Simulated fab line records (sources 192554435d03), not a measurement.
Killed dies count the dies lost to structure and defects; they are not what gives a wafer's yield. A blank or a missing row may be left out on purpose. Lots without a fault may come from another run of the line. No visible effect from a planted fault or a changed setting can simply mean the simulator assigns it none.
fab line records ; flow n5_finfet
record: lots: 11; wafers: 32; last_day: 17
route steps=1938 shown GATE_CUT@493 BEOL_M15@1812 PAD_METAL@1895 PASSIVATION@1936
lots with no fault: from the same line, run without faults
start_h: the number of hours between the record's first day and the start of the first shown wafer of the lot ; wait_h: hours elapsed since this lot's preceding step ; " repeats the value in the row above ; L1.1+2: several wafers, shown together as one row ; - value missing, or start not given ; * or withheld: withheld ; < > ~ a bound
route shown NAME@n: names a module that has steps shown in the file, with the first one's number in the route ; usual: mean/standard deviation taken from wafers without a fault ; same: alike in all rows ; chamber/n: place in a boat ; sites: the reading at each site ; _std_site: how widely they spread, as a standard deviation ; _edge_site: outer sites' mean less inner sites' ; radius_mm: for every site, how far away it sits from the centre of the wafer ; mask NAME#n: copy n ; behind: tool/chamber where the wafer was last shaped ; hold: what put the lot on hold/how long, in hours/how the hold closed ; device: names the non-switching transistor (n, p or np) ; end of line: tests run on the same wafers once the route is complete ; for a step that has no rows: nothing shown but its recipe ; killed: dies that structure and defects cost at the first sort, which is not the same as the wafer's yield ; map: shows each die of a wafer: x if killed, . if not, _ if none is there
set.NAME: the setting that was run; set.NAME@STEP: the one run at that earlier step ; model.NAME: the simulator's own value behind a step, which no gauge read
route steps across a sampled set of lots; one table per step, one row per wafer
services: a tool's chamber out of use, with start hour (start_h, from the record's first day; less than 0 if before it), hours out, and reason
== steps ==
step: N5_GATE_CUT_ETCH_37
recipe: chemistry: N2/H2; target: SOC; target_depth_a: 600; overetch_a: 120; mask_material: SiARC; temp_c: 40; time_s: 90; ion_energy_ev: 200; pressure_mtorr: 30; source_w: 840; bias_w: 150; n2_flow_sccm: 200; h2_flow_sccm: 200
usual: chamber_pressure_mTorr: 30.006/0.027; drypump_motor_current_A: 5.85/0.24; oes_product_au: 0.69/0.061; rf_vpp_V: 523.2/3; showerhead_plenum_p_Torr: 2.52/0.096; throttle_valve_pct: 17.95/0.19
lot.wafer;tool;chamber;start_h;wait_h;chamber_pressure_mTorr;drypump_motor_current_A;oes_product_au;rf_hours_counter_h;rf_vpp_V;showerhead_plenum_p_Torr;throttle_valve_pct
L254.1;rie_diel-05;0;85.03;0.0;29.986;5.83;0.63;199;522.3;2.52;18.19
L254.4;rie_diel-05;3;85.03;0.0;30.021;5.98;0.70;123;519.4;2.44;17.83
L254.6;rie_diel-05;0;85.03;0.0;30.073;5.82;0.64;-;523.7;2.52;18.17
L255.1;rie_diel-03;1;95.92;0.0;30.012;5.59;0.69;144;521.4;2.45;18.09
L255.2;rie_diel-03;2;95.92;0.0;29.984;5.73;0.70;124;527.1;2.64;17.83
L255.4;rie_diel-03;0;95.92;0.0;29.992;6.27;0.68;152;523.2;2.54;18.09
L257.2;rie_diel-04;2;101.67;0.0;30.007;5.60;0.63;230;520.4;2.40;17.82
L257.3;rie_diel-04;0;101.67;0.0;29.934;5.55;0.67;164;520.3;2.42;17.88
L257.4;rie_diel-04;3;101.67;0.0;30.011;6.24;0.68;152;524.1;2.55;18.09
L258.1;rie_diel-05;3;108.62;0.0;29.964;6.02;0.68;128;520.9;2.44;17.84
L258.3;rie_diel-05;1;108.62;0.0;30.046;5.67;0.63;219;523.0;2.51;17.95
L258.5;rie_diel-05;1;108.62;0.0;30.029;5.67;0.63;-;523.4;2.52;17.95
L262.1;rie_diel-05;2;132.23;0.0;30.023;5.84;0.79;43;529.5;2.71;17.96
L262.4;rie_diel-05;3;132.23;0.0;29.996;5.99;0.68;-;522.7;2.44;17.86
L262.6;rie_diel-05;2;132.23;0.0;29.947;5.82;0.79;-;529.4;2.71;17.97
L263.2;rie_diel-04;2;139.88;0.0;30.004;5.65;0.62;242;520.4;2.40;17.82
L263.4;rie_diel-04;0;139.88;0.0;30.003;5.60;0.66;177;521.1;2.42;17.89
L263.6;rie_diel-04;3;139.88;0.0;30.021;6.21;0.67;-;524.0;2.55;18.11
L268.3;rie_diel-04;3;167.52;0.0;30.009;6.21;0.67;171;522.9;2.55;18.13
L268.6;rie_diel-04;0;167.52;0.0;29.977;5.57;0.66;-;520.5;2.42;17.90
L269.1;rie_diel-04;3;174.59;0.0;30.013;6.24;0.68;174;523.8;2.54;18.14
L269.3;rie_diel-04;1;174.59;0.0;30.014;6.05;0.76;77;523.3;2.48;17.67
L269.4;rie_diel-04;1;174.59;0.0;29.972;6.03;0.76;-;520.4;2.48;17.66
L270.2;rie_diel-04;3;178.49;0.0;30.006;6.22;0.66;176;522.7;2.54;18.15
L270.5;rie_diel-04;3;178.49;0.0;29.971;6.22;0.67;-;523.1;2.54;18.14
L270.6;rie_diel-04;0;178.49;0.0;29.991;5.55;0.65;-;519.9;2.41;17.92
L271.1;rie_diel-05;0;189.29;0.0;30.000;5.82;0.62;229;522.6;2.51;18.25
L271.4;rie_diel-05;2;189.29;0.0;30.031;5.80;0.77;58;528.6;2.70;17.98
L271.5;rie_diel-05;2;189.29;0.0;29.994;5.81;0.77;-;527.9;2.70;17.99
L274.2;rie_diel-05;2;208.23;0.0;30.036;5.81;0.77;64;528.0;2.70;17.98
L274.3;rie_diel-05;1;208.23;0.0;29.984;5.68;0.62;249;522.2;2.50;18.00
L274.6;rie_diel-05;1;208.23;0.0;30.015;5.67;0.61;-;524.3;2.50;17.98
step: N5_BEOL_M15_STRIP_62
recipe: chemistry: O2; power_w: 600; temp_c: 60; pressure_mtorr: 30; rf_frequency_hz: 6e+07; bias_power_w: 0; overash_fraction: 0.3; o2_flow_sccm: 225
usual: chamber_pressure_mTorr: 30.00/0.033; drypump_motor_current_A: 5.85/0.23; oes_product_au: 0.78/0.085; rf_vpp_V: 3.7/0.51; showerhead_plenum_p_Torr: 2.10/0.09; throttle_valve_pct: 16.78/0.24
same: overash_fraction: 0.3
lot.wafer;tool;chamber;start_h;wait_h;chamber_pressure_mTorr;drypump_motor_current_A;oes_product_au;rf_hours_counter_h;rf_vpp_V;showerhead_plenum_p_Torr;throttle_valve_pct
L254.1;rie_diel-05;3;-;-;29.93;6.02;0.73;173;4.9;2.00;16.90
L254.4;rie_diel-05;1;-;-;30.03;5.68;0.98;4;3.7;2.07;16.34
L254.6;rie_diel-05;3;-;-;29.99;6.03;0.73;-;3.4;2.00;16.91
L255.1;rie_diel-04;0;-;-;30.03;5.53;0.71;207;3.8;1.98;16.72
L255.2;rie_diel-04;2;-;-;30.01;5.62;0.89;16;3.7;2.22;16.30
L255.4;rie_diel-04;1;-;-;30.03;6.05;0.84;97;4.5;2.03;16.43
L258.1;rie_diel-03;3;-;-;29.95;5.77;0.90;23;3.6;2.24;16.39
L258.3;rie_diel-03;1;-;-;29.96;5.56;0.73;201;3.1;2.00;16.86
L258.5;rie_diel-03;1;-;-;29.97;5.54;0.73;-;4.0;2.00;16.85
L257.2;rie_diel-04;0;-;-;30.01;5.56;0.72;207;3.8;1.98;16.72
L257.3;rie_diel-04;3;-;-;29.96;6.20;0.73;203;3.8;2.07;17.00
L257.4;rie_diel-04;2;-;-;30.05;5.58;0.87;25;3.2;2.22;16.34
L263.2;rie_diel-03;0;-;-;30.02;6.29;0.71;214;3.6;2.08;17.05
L263.4;rie_diel-03;3;-;-;30.01;5.78;0.90;30;3.8;2.23;16.39
L263.6;rie_diel-03;3;-;-;30.05;5.80;0.90;-;4.5;2.23;16.40
L262.1;rie_diel-05;3;-;-;29.98;6.00;0.73;188;3.7;2.00;16.92
L262.4;rie_diel-05;2;-;-;30.02;5.82;0.83;-;3.7;2.22;16.85
L262.6;rie_diel-05;3;-;-;29.99;5.99;0.71;-;3.8;2.00;16.92
L268.3;rie_diel-03;0;-;-;30.04;6.26;0.69;229;2.8;2.08;17.08
L268.6;rie_diel-03;1;-;-;29.99;5.60;0.71;-;5.0;2.00;16.88
L269.1;rie_diel-05;3;-;-;30.03;5.98;0.71;198;3.4;1.99;16.95
L269.3;rie_diel-05;0;-;-;30.03;5.80;0.91;19;3.2;2.06;16.73
L269.4;rie_diel-05;2;-;-;29.95;5.83;0.82;104;4.0;2.22;16.87
L270.2;rie_diel-03;1;-;-;30.00;5.58;0.71;226;3.5;1.99;16.89
L270.5;rie_diel-03;1;-;-;29.99;5.60;0.71;-;3.5;1.99;16.91
L270.6;rie_diel-03;2;-;-;30.05;5.72;0.72;-;4.0;2.18;16.97
L271.1;rie_diel-04;1;-;-;29.77;6.01;0.79;129;3.7;2.02;16.47
L271.4;rie_diel-04;2;-;-;29.99;5.63;0.82;-;4.3;2.21;16.37
L271.5;rie_diel-04;3;-;-;30.04;6.22;0.70;-;3.7;2.06;17.05
L274.2;rie_diel-05;3;-;-;30.03;6.00;0.70;212;3.8;1.99;16.98
L274.3;rie_diel-05;0;-;-;29.96;5.80;0.88;31;3.6;2.05;16.75
L274.6;rie_diel-05;3;-;-;29.99;6.00;0.70;-;3.4;1.99;16.99
step: N5_BEOL_M15_SPUTTER_43
recipe: material: TaN; target_thk_a: 150; temp_c: 50; bias_v: 168.6; power_w: 15000; chamber_pressure_pa: 0.12; time_s: 24.19
usual: throttle_valve_pct: 30.1/0.68
lot.wafer;tool;chamber;start_h;wait_h;throttle_valve_pct
L254.1;pvd_sputter-03;-;242.93;0.0;30.6
L254.4;pvd_sputter-03;-;242.93;0.0;29.1
L254.6;pvd_sputter-03;-;242.93;0.0;29.7
L255.1;pvd_sputter-02;-;248.10;0.0;31.3
L255.2;pvd_sputter-02;-;248.10;0.0;29.2
L255.4;pvd_sputter-02;-;248.10;0.0;30.6
L258.1;pvd_sputter-01;-;268.04;0.0;29.7
L258.3;pvd_sputter-01;-;268.04;0.0;30.1
L258.5;pvd_sputter-01;-;268.04;0.0;29.9
L257.2;pvd_sputter-03;-;269.92;0.0;30.1
L257.3;pvd_sputter-03;-;269.92;0.0;29.4
L257.4;pvd_sputter-03;-;269.92;0.0;29.8
L263.2;pvd_sputter-01;-;286.08;0.0;29.7
L263.4;pvd_sputter-01;-;286.08;0.0;30.4
L263.6;pvd_sputter-01;-;286.08;0.0;30.1
L262.1;pvd_sputter-03;-;294.73;0.0;31.0
L262.4;pvd_sputter-03;-;294.73;0.0;30.2
L262.6;pvd_sputter-03;-;294.73;0.0;31.1
L268.3;pvd_sputter-03;-;332.82;0.0;31.0
L268.6;pvd_sputter-03;-;332.82;0.0;29.7
L269.1;pvd_sputter-02;-;339.15;0.0;29.2
L269.3;pvd_sputter-02;-;339.15;0.0;30.9
L269.4;pvd_sputter-02;-;339.15;0.0;29.4
L270.2;pvd_sputter-02;-;351.88;0.0;29.5
L270.5;pvd_sputter-02;-;351.88;0.0;29.3
L270.6;pvd_sputter-02;-;351.88;0.0;31.0
L271.1;pvd_sputter-01;-;362.68;0.0;30.2
L271.4;pvd_sputter-01;-;362.68;0.0;30.4
L271.5;pvd_sputter-01;-;362.68;0.0;30.2
L274.2;pvd_sputter-03;-;384.62;0.0;29.1
L274.3;pvd_sputter-03;-;384.62;0.0;29.7
L274.6;pvd_sputter-03;-;384.62;0.0;30.9
step: N5_PASSIVATION_SPUTTER_20
recipe: material: TaN; target_thk_a: 500; temp_c: 25; chamber_pressure_pa: 0.4
usual: throttle_valve_pct: 30.1/0.65
lot.wafer;tool;chamber;start_h;wait_h;throttle_valve_pct
L254.1;pvd_sputter-03;-;252.71;0.0;29.4
L254.4;pvd_sputter-03;-;252.71;0.0;28.9
L254.6;pvd_sputter-03;-;252.71;0.0;29.1
L255.1;pvd_sputter-03;-;261.20;0.0;30.9
L255.2;pvd_sputter-03;-;261.20;0.0;29.3
L255.4;pvd_sputter-03;-;261.20;0.0;30.5
L258.1;pvd_sputter-03;-;276.10;0.0;31.1
L258.3;pvd_sputter-03;-;276.10;0.0;28.9
L258.5;pvd_sputter-03;-;276.10;0.0;30.3
L257.2;pvd_sputter-03;-;282.03;0.0;30.3
L257.3;pvd_sputter-03;-;282.03;0.0;29.9
L257.4;pvd_sputter-03;-;282.03;0.0;29.3
L263.2;pvd_sputter-03;-;296.08;0.0;29.4
L263.4;pvd_sputter-03;-;296.08;0.0;30.8
L263.6;pvd_sputter-03;-;296.08;0.0;30.5
L262.1;pvd_sputter-01;-;301.93;0.0;30.3
L262.4;pvd_sputter-01;-;301.93;0.0;30.5
L262.6;pvd_sputter-01;-;301.93;0.0;30.0
L268.3;pvd_sputter-01;-;343.05;0.0;29.9
L268.6;pvd_sputter-01;-;343.05;0.0;30.2
L269.1;pvd_sputter-03;-;347.37;0.0;31.1
L269.3;pvd_sputter-03;-;347.37;0.0;29.7
L269.4;pvd_sputter-03;-;347.37;0.0;30.4
L270.2;pvd_sputter-02;-;362.33;0.0;30.6
L270.5;pvd_sputter-02;-;362.33;0.0;31.2
L270.6;pvd_sputter-02;-;362.33;0.0;29.2
L271.1;pvd_sputter-03;-;371.67;0.0;29.3
L271.4;pvd_sputter-03;-;371.67;0.0;30.9
L271.5;pvd_sputter-03;-;371.67;0.0;29.8
L274.2;pvd_sputter-01;-;392.47;0.0;30.4
L274.3;pvd_sputter-01;-;392.47;0.0;29.9
L274.6;pvd_sputter-01;-;392.47;0.0;30.4
step: N5_PASSIVATION_PROBE_49
usual: defect_limited_yield: 91.0/1.5; killed_at_M0_to_M3: 34/11; killed_at_M4_up: 14/5.3; killed_at_contacts: 13/7; killed_at_front_end: 41/13; killed_at_other: 4/3.1; killed_dies: 106/17; killed_on_rim: 14/3.9; killed_open: 70/12; killed_short: 35/8; sort_bin_5_function: 5.2/0.98; sort_bin_6_memory: 3.4/0.69; sort_n_pass: 1074/17; sort_yield_pct: 91.0/1.5
same: gross_dies: 1180; killed_at_back_side: 0; sort_bin_4_leakage[%]: 0; sort_bin_8_speed[%]: 0
lot.wafer;tool;chamber;start_h;wait_h;defect_limited_yield[%];killed_at_M0_to_M3;killed_at_M4_up;killed_at_contacts;killed_at_front_end;killed_at_other;killed_dies;killed_on_rim;killed_open;killed_short;sort_bin_5_function[%];sort_bin_6_memory[%];sort_n_pass;sort_yield_pct[%]
L268.3;prober-02;-;349.07;0.1;84.7;37;17;20;102;5;181;33;68;35;9.8;3.9;999;84.7
L268.6;prober-02;-;349.22;0.3;87.1;36;14;12;85;5;152;30;66;36;7.6;4.1;1028;87.1
L269.1;prober-01;-;353.06;0.0;85.0;23;16;30;107;1;177;32;68;24;9.2;4.1;1003;85.0
L269.3;prober-01;-;353.16;0.1;85.4;24;32;7;104;5;172;32;58;30;8.9;3.6;1008;85.4
L269.4;prober-01;-;353.21;0.2;82.8;36;25;8;134;0;203;32;82;37;11.7;3.9;977;82.8
L270.2;prober-02;-;368.26;0.1;84.9;31;10;8;125;4;178;32;59;43;9.6;4.1;1002;84.9
L270.5;prober-02;-;368.41;0.2;85.0;35;7;14;118;3;177;30;75;30;9.2;4.6;1003;85.0
L270.6;prober-02;-;368.46;0.3;88.1;26;7;6;98;4;141;31;56;40;6.9;3.6;1039;88.1
L271.1;prober-02;-;377.16;0.0;89.4;43;12;13;54;3;125;20;78;45;6.5;3.7;1055;89.4
killed by level:class
L268.3 GATE_CUT:unspecified=78 MOL_CONTACT_COAG:geometric_particle:open=13 BEOL_M4:geometric_particle:open=11 BEOL_M3:geometric_particle:open=10 BEOL_M0_SAQP:geometric_particle:short=8 STI_FIN_REVEAL:geometric_particle:open=7 MOL_CONTACT_COAG:geometric_particle:short=7 BEOL_M2:geometric_particle:open=7
L268.6 GATE_CUT:unspecified=49 MOL_CONTACT_COAG:geometric_particle:open=9 BEOL_M2:geometric_particle:open=8 BEOL_M3:geometric_particle:open=8 FIN_SAQP:geometric_particle:open=7 ILD0:geometric_particle:short=7 FIN_SAQP:geometric_particle:short=6 BEOL_M0_SAQP:geometric_particle:short=6
L269.1 GATE_CUT:unspecified=82 MOL_CONTACT_COAG:geometric_particle:open=24 BEOL_M4:geometric_particle:open=11 BEOL_M2:geometric_particle:open=7 MOL_CONTACT_COAG:geometric_particle:short=6 BEOL_M3:geometric_particle:open=6 ILD0:geometric_particle:short=5 GATE_CUT:geometric_particle:short=4
L269.3 GATE_CUT:unspecified=76 BEOL_M4:geometric_particle:open=19 FIN_SAQP:geometric_particle:open=9 MOL_CONTACT_COAG:geometric_particle:open=6 BEOL_M4:geometric_particle:short=5 HKMG_FIN:area_etch=5 BEOL_M0_SAQP:geometric_particle:short=4 BEOL_M0_SAQP:geometric_particle:open=4
L269.4 GATE_CUT:unspecified=82 FIN_SAQP:geometric_particle:open=19 BEOL_M4:geometric_particle:open=13 STI_FIN_REVEAL:geometric_particle:open=8 MOL_CONTACT_COAG:geometric_particle:open=7 BEOL_M0:geometric_particle:short=7 DUMMY_GATE:geometric_particle:open=6 ILD0:geometric_particle:short=6
L270.2 GATE_CUT:unspecified=76 FIN_SAQP:geometric_particle:short=13 FIN_SAQP:geometric_particle:open=9 STI_FIN_REVEAL:geometric_particle:open=9 MOL_CONTACT_COAG:geometric_particle:open=6 BEOL_M0_SAQP:geometric_particle:open=6 BEOL_M4:geometric_particle:open=6 BEOL_M3:geometric_particle:open=5
L270.5 GATE_CUT:unspecified=72 FIN_SAQP:geometric_particle:open=16 MOL_CONTACT_COAG:geometric_particle:open=14 BEOL_M1:geometric_particle:open=10 BEOL_M2:geometric_particle:open=9 ILD0:geometric_particle:short=7 FIN_SAQP:geometric_particle:short=5 GATE_CUT:geometric_particle:short=5
L270.6 GATE_CUT:unspecified=45 FIN_SAQP:geometric_particle:short=11 FIN_SAQP:geometric_particle:open=9 STI_FIN_REVEAL:geometric_particle:open=7 MOL_CONTACT_COAG:geometric_particle:open=5 BEOL_M3:geometric_particle:open=5 ILD0:geometric_particle:short=4 ILD0:geometric_particle:open=4
L271.1 STI_FIN_REVEAL:geometric_particle:open=14 BEOL_M2:geometric_particle:open=14 FIN_SAQP:geometric_particle:short=11 MOL_CONTACT_COAG:geometric_particle:open=11 BEOL_M2:geometric_particle:short=7 BEOL_M3:geometric_particle:open=6 STARTING-WAFER:geometric_particle:short=6 BEOL_M0_SAQP:geometric_particle:open=5
== services ==
tool;chamber;start_h;hours;kind
rie_diel-05;-;97.29;2.8;pm
pvd_sputter-02;-;153.89;1.6;repair
rie_diel-05;2;156.09;5.9;repair
rie_diel-03;-;158.81;0.4;repair
rie_diel-05;1;210.42;-;clean
rie_diel-05;1;210.42;-;consumable_replace:focus_ring
rie_diel-05;1;210.42;23.2;scheduled_down
rie_diel-05;1;210.42;23.2;vent_cycle
rie_diel-04;-;234.11;1.7;repair
rie_diel-04;0;248.92;19.3;repair
rie_diel-05;0;250.22;-;clean
rie_diel-05;0;250.22;-;consumable_replace:focus_ring
rie_diel-05;-;261.73;0.6;repair
rie_diel-05;-;266.08;0.8;repair
rie_diel-04;1;276.61;5.4;repair
rie_diel-04;-;281.45;0.4;repair
rie_diel-04;1;283.72;16.7;repair
pvd_sputter-02;-;288.44;40.3;repair
rie_diel-05;1;290.76;9.6;repair
rie_diel-03;1;318.53;5.0;repair
rie_diel-04;0;325.47;51.5;repair
rie_diel-04;-;336.74;2.8;pm
rie_diel-05;0;345.20;7.0;repair
pvd_sputter-01;-;365.77;7.8;repair
== key ==
first_sign: step: N5_PASSIVATION_PROBE_49; reading: killed_at_front_end; direction: up; sigmas: 5.1; usual: 41; struck: 109
effect: step: N5_PASSIVATION_PROBE_49; reading: defect_limited_yield; direction: down; sigmas: 3.8; usual: 91.0; struck: 85.4
more_kills_born_at: N5_GATE_CUT_ETCH_37@rie_diel-04: 560
met_at N5_GATE_CUT_ETCH_37
struck_lots L268,L269,L270
not_acting_at N5_BEOL_M15_STRIP_62,N5_BEOL_M15_SPUTTER_43,N5_PASSIVATION_SPUTTER_20
onset_between 139.88 167.52
fault: kind: chamber_particle_source; tool: rie_diel-04; chamber: -; onset_h: 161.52; steps: N5_GATE_CUT_ETCH_37; rate_per_visit_cm2: 0.55349; end_h: 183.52
